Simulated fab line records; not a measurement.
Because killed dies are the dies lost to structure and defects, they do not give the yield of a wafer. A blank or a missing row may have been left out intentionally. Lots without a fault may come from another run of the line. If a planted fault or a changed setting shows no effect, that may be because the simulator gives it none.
Chamber matching || flow n5Finfet || rieDiel-03 running N5_BEOL_M8_STRIP_36: 4 sister chambers
The step strips in N2/H2. 8 wafers are shown with their chamber, then 12 later ones without.

WAFERS WITH THEIR CHAMBER
{"wafer": "L082.6", "chamber": 0, "showerheadPlenumPTorr (Torr)": 2.68, "drypumpMotorCurrentA (A)": 5.5}
{"wafer": "L086.2", "chamber": 1, "showerheadPlenumPTorr (Torr)": 2.40, "drypumpMotorCurrentA (A)": 6.0}
{"wafer": "L087.2", "chamber": 2, "showerheadPlenumPTorr (Torr)": 2.43, "drypumpMotorCurrentA (A)": 5.2}
{"wafer": "L087.4", "chamber": 3, "showerheadPlenumPTorr (Torr)": 2.50, "drypumpMotorCurrentA (A)": 5.3}
{"wafer": "L087.5", "chamber": 2, "showerheadPlenumPTorr (Torr)": 2.43, "drypumpMotorCurrentA (A)": 5.2}
{"wafer": "L088.1", "chamber": 0, "showerheadPlenumPTorr (Torr)": 2.67, "drypumpMotorCurrentA (A)": 5.5}
{"wafer": "L088.2", "chamber": 3, "showerheadPlenumPTorr (Torr)": 2.50, "drypumpMotorCurrentA (A)": 5.3}
{"wafer": "L088.4", "chamber": 1, "showerheadPlenumPTorr (Torr)": 2.40, "drypumpMotorCurrentA (A)": 6.1}

WAFERS WITHOUT THEIR CHAMBER
{"wafer": "L089.2", "showerheadPlenumPTorr (Torr)": 2.67, "drypumpMotorCurrentA (A)": 5.5}
{"wafer": "L089.4", "showerheadPlenumPTorr (Torr)": 2.50, "drypumpMotorCurrentA (A)": 5.3}
{"wafer": "L089.5", "showerheadPlenumPTorr (Torr)": 2.39, "drypumpMotorCurrentA (A)": 6.1}
{"wafer": "L094.2", "showerheadPlenumPTorr (Torr)": 2.67, "drypumpMotorCurrentA (A)": 5.5}
{"wafer": "L094.4", "showerheadPlenumPTorr (Torr)": 2.67, "drypumpMotorCurrentA (A)": 5.5}
{"wafer": "L094.5", "showerheadPlenumPTorr (Torr)": 2.42, "drypumpMotorCurrentA (A)": 5.2}
{"wafer": "L095.2", "showerheadPlenumPTorr (Torr)": 2.39, "drypumpMotorCurrentA (A)": 6.1}
{"wafer": "L095.3", "showerheadPlenumPTorr (Torr)": 2.67, "drypumpMotorCurrentA (A)": 5.5}
{"wafer": "L095.4", "showerheadPlenumPTorr (Torr)": 2.67, "drypumpMotorCurrentA (A)": 5.5}
{"wafer": "L097.2", "showerheadPlenumPTorr (Torr)": 2.66, "drypumpMotorCurrentA (A)": 5.5}
{"wafer": "L097.4", "showerheadPlenumPTorr (Torr)": 2.50, "drypumpMotorCurrentA (A)": 5.4}
{"wafer": "L097.6", "showerheadPlenumPTorr (Torr)": 2.39, "drypumpMotorCurrentA (A)": 6.0}

WHICH CHAMBER EACH ONE RAN IN
{"wafer": "L089.2", "from the rows above": 0, "in truth": 0}
{"wafer": "L089.4", "from the rows above": 3, "in truth": 3}
{"wafer": "L089.5", "from the rows above": 1, "in truth": 1}
{"wafer": "L094.2", "from the rows above": 0, "in truth": 0}
{"wafer": "L094.4", "from the rows above": 0, "in truth": 0}
{"wafer": "L094.5", "from the rows above": 2, "in truth": 2}
{"wafer": "L095.2", "from the rows above": 1, "in truth": 1}
{"wafer": "L095.3", "from the rows above": 0, "in truth": 0}
{"wafer": "L095.4", "from the rows above": 0, "in truth": 0}
{"wafer": "L097.2", "from the rows above": 0, "in truth": 0}
{"wafer": "L097.4", "from the rows above": 3, "in truth": 3}
{"wafer": "L097.6", "from the rows above": 1, "in truth": 1}
Correct placement for 12 of the 12. Not placeable from these rows: 0. 0 placed wrongly.
How it was worked out, from the rows above alone: a wafer's distance from a chamber is the root of the sum, over the readings, of the square of ((its reading less the chamber's mean) divided by the reading's scatter). If the next closest chamber is less than 2 further off than the closest, the wafer can't be placed; otherwise it belongs to the closest. A chamber's mean is the mean of its shown wafers. The scatter is the square root of a quotient: the sum, over the shown wafers, of each reading's squared deviation from its chamber's mean, divided by wafers minus chambers.
